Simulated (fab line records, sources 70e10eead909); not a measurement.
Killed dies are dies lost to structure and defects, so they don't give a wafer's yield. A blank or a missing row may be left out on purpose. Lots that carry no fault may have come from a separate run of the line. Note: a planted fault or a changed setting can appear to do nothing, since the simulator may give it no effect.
Which tool did it?    flow nand_harc    24 lots, 72 wafers sampled, at 1 step of a route of 1302

WHAT THE GAUGES SHOWED, per wafer
NHARC_P_CONTACT_OVL_MEAS_13.
lot   measured      on          overlay_x_nm (nm)  overlay_y_nm (nm)
L075  day 6 13:05   overlay-02  0.4 0.3 -0.2       -1.1 -1.0 -0.6
L076  day 7 01:56   overlay-01  0.2 0.3 0.0        0.2 -0.1 -0.6
L077  day 7 07:11   overlay-01  0.7 0.4 0.4        -0.4 -1.1 -1.3
L074  day 7 09:05   overlay-01  -0.6 -0.6 -1.1     -0.4 -1.2 -0.8
L078  day 7 13:55   overlay-01  -1.5 -1.5 -1.4     -0.2 -0.5 -0.6
L079  day 7 22:02   overlay-02  -1.2 -1.1 -1.1     1.1 1.3 0.9
L080  day 8 10:12   overlay-02  1.3 1.1 1.1        -0.3 -0.7 -0.8
L081  day 8 19:32   overlay-02  0.6 1.3 1.1        0.2 0.8 0.9
L082  day 9 09:56   overlay-02  -1.1 -1.2 -0.6     -0.7 -0.5 -1.3
L083  day 9 14:21   overlay-02  -0.8 -1.1 -1.0     -0.8 -0.6 -0.6
L085  day 10 10:47  overlay-01  -0.3 -0.6 -0.5     -0.2 0.2 -0.3
L084  day 10 13:47  overlay-02  -1.3 -1.5 -1.8     -0.9 -0.3 -0.1
L086  day 10 21:26  overlay-01  0.8 0.9 1.1        0.0 -0.2 -0.3
L087  day 12 03:43  overlay-02  -1.0 -0.6 -0.8     -0.1 -0.2 0.1
L088  day 12 04:27  overlay-02  -1.3 -0.6 -0.3     0.5 0.7 0.4
L089  day 12 17:34  overlay-01  0.4 0.7 0.5        0.0 -0.3 0.0
L090  day 12 18:56  overlay-01  0.1 0.3 0.2        -0.2 -0.2 -0.2
L091  day 13 01:29  overlay-01  -1.0 -0.5 -1.1     0.0 0.3 0.0
L093  day 13 13:18  overlay-02  0.3 0.5 0.6        1.2 1.6 0.8
L092  day 13 15:41  overlay-02  0.9 0.8 0.3        0.9 0.8 0.7
L094  day 14 02:29  overlay-01  0.1 0.5 0.1        -1.6 -1.1 -1.1
L095  day 14 18:46  overlay-02  -0.1 0.8 -0.2      0.3 0.3 0.8
L096  day 14 22:59  overlay-01  0.4 0.1 0.6        0.0 -0.5 0.0
L097  day 15 10:31  overlay-02  -0.7 -0.5 -0.8     -0.7 -0.3 -0.3

WHICH TOOL RAN EACH LOT (tool, then ch and the chambers of the sampled wafers, then the start)
The record shows no process step preceding these readings.

AS READ BY THE TOOLS THEMSELVES (means over the sampled wafers that have a number; for cases with no such wafer, the mark the record gives instead)
The record holds no such reading with a usual standard deviation.

THE ANSWER, worked out from the rows above alone
Rule: the usual values come from the lots themselves. The widest of any qualifying gaps counts: lots, ordered by their means at a reading, are off when they make up no more than a third of the lots, leave a main group of 4 or more, and stand apart from it by 3 or more times the standard deviation of that group's means. A main group whose means are all the same, to the digits that the tables above print for the reading, isn't used. A lot without any number at a reading at which 4 lots or more have one is off too. The other lots that the step has rows for count as sound. Order of review: gauges by route order, followed by the tools' own readings, for which a lot's mean as printed above is used. The first step at which some lot is off is used, and at that step the reading that is off furthest; a lot without a number counts as furthest.
None of the lots is off at any reading shown; this tells nothing.

WHAT THE SIMULATOR HAD PUT IN
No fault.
